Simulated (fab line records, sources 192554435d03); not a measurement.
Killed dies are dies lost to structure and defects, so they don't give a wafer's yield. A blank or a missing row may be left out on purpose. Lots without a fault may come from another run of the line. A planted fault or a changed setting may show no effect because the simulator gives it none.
Chamber matching | flow n5_finfet | N5_BEOL_M10_CURE_72 on uv_cure-01: 3 sister chambers
The step cures SiCOH lowk, time 120 s. 3 wafers are shown with their chamber, then 9 later ones without.

WAFERS WITH THEIR CHAMBER
wafer  | chamber | wafer_temp_C_max
L086.4 | 2       | 372.0
L087.6 | 0       | 371.6
L094.6 | 1       | 371.1

WAFERS WITHOUT THEIR CHAMBER
wafer  | wafer_temp_C_max
L093.2 | 370.9
L093.4 | 371.0
L093.6 | 370.9
L095.1 | 372.5
L095.5 | 371.7
L095.6 | 372.7
L097.1 | 372.2
L097.3 | 372.4
L097.5 | 371.8

WHICH CHAMBER EACH WENT THROUGH
wafer  | from the rows above          | in truth
L093.2 | can't be placed: 1 or 0      | 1
L093.4 | can't be placed: 1 or 0      | 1
L093.6 | can't be placed: 1 or 0      | 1
L095.1 | can't be placed: 2 or 0      | 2
L095.5 | can't be placed: 0 or 2 or 1 | 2
L095.6 | can't be placed: 2 or 0      | 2
L097.1 | can't be placed: 2 or 0      | 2
L097.3 | can't be placed: 2 or 0      | 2
L097.5 | can't be placed: 0 or 2 or 1 | 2
Placed correctly: 0 of 9. Can't be placed from these rows: 9 (the true chamber is among the candidates in 9). Placed wrongly: 0.
How it was worked out, from the rows above alone: a wafer's distance from a chamber is the root of the sum, over the readings, of the square of ((its reading less the chamber's mean) divided by the reading's scatter). The wafer belongs to the nearest chamber; if the next one is less than 2 further off, it can't be placed. A chamber's mean is the mean of its shown wafers. The scatter: with one shown wafer a chamber, the root of the mean of the squares of how far each hidden wafer lies from its nearest shown one.
